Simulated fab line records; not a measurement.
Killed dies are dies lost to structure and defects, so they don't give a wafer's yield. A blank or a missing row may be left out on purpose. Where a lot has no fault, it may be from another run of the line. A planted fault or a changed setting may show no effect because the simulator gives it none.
What tool caused it? ; flow nand harc ; 17 wafers from 6 lots sampled at 5 of the route's 1159 steps

WHAT THE GAUGES SHOWED, per wafer
NHARC_END_SORT_01.
lot;measured;on;killed at array
L441;day 23 15:53;prober-02;673 32

EACH LOT AND THE TOOL THAT RAN IT (in order: tool; ch and the chambers of the sampled wafers; start)
lot;NHARC_A_CONTACT_ETCH_134;NHARC_A_CONTACT_ETCH_138;NHARC_A_CONTACT_ETCH_98;NHARC_A_BLC_ETCH_18
L427;har cap etch-02 ch 0,1, day 17 07:53;har cap etch-02 ch 0,1, day 17 08:26;rie diel-11 ch 0,1, day 17 19:14 or earlier;rie diel-04 ch 0,1, day 17 19:14
L429;har cap etch-01 ch 0,1, day 17 13:28;har cap etch-01 ch 0,1, day 17 14:01;rie diel-11 ch 1,3, day 17 21:16 or earlier;rie diel-09 ch 0,1,2, day 17 21:16
L432;har cap etch-02 ch 0,1, day 18 10:58;har cap etch-02 ch 0,1, day 18 11:32;rie diel-05 ch 0,2,3, day 18 18:28 or earlier;rie diel-04 ch 1,2,3, day 18 18:28
L434;har cap etch-01 ch 0,1, day 19 12:35;har cap etch-01 ch 0,1, day 19 13:09;rie diel-05 ch 0,2,3, day 19 18:58 or earlier;rie diel-09 ch 1,2,3, day 19 18:58
L441;har cap etch-01 ch 0,1, day 20 14:51;har cap etch-01 ch 0,1, day 20 15:22;rie diel-08 ch 0,3, day 21 08:20 or earlier;rie diel-04 ch 0,3, day 21 08:20
L445;har cap etch-01 ch 0,1, day 22 02:41;har cap etch-01 ch 0,1, day 22 03:40;rie diel-05 ch 0,1, day 22 04:34;rie diel-13 ch 1,2, day 22 08:31
- NHARC_A_CONTACT_ETCH_134: etches the open film in C4F8/O2/Ar, time 140 s, target depth 700 nm.
- NHARC_A_CONTACT_ETCH_138: etches the open film in C4F8/O2/Ar, time 132 s, target depth 1289 nm.
- NHARC_A_CONTACT_ETCH_98: etches the open film in C4F6/O2, target depth 20 nm, time 10 s.
- NHARC_A_BLC_ETCH_18: etches the open film in C4F8/O2/Ar, target depth 910 nm.

THE ANSWER, worked out from the rows above alone
Rule: the lots themselves supply what counts as usual. The widest of any qualifying gaps counts: lots, ordered by their means at a reading, are off when they make up no more than a third of the lots, leave a main group of 4 or more, and stand apart from it by 3 or more times the standard deviation of that group's means. If all means in a main group match to the digits the tables above print for the reading, that group is not used. Also off: a lot with no number at a reading for which 4 or more lots have one. The other lots that the step has rows for count as sound.
None of the lots is off at any reading shown; this tells nothing.

WHAT HAD BEEN PUT IN BY THE SIMULATOR
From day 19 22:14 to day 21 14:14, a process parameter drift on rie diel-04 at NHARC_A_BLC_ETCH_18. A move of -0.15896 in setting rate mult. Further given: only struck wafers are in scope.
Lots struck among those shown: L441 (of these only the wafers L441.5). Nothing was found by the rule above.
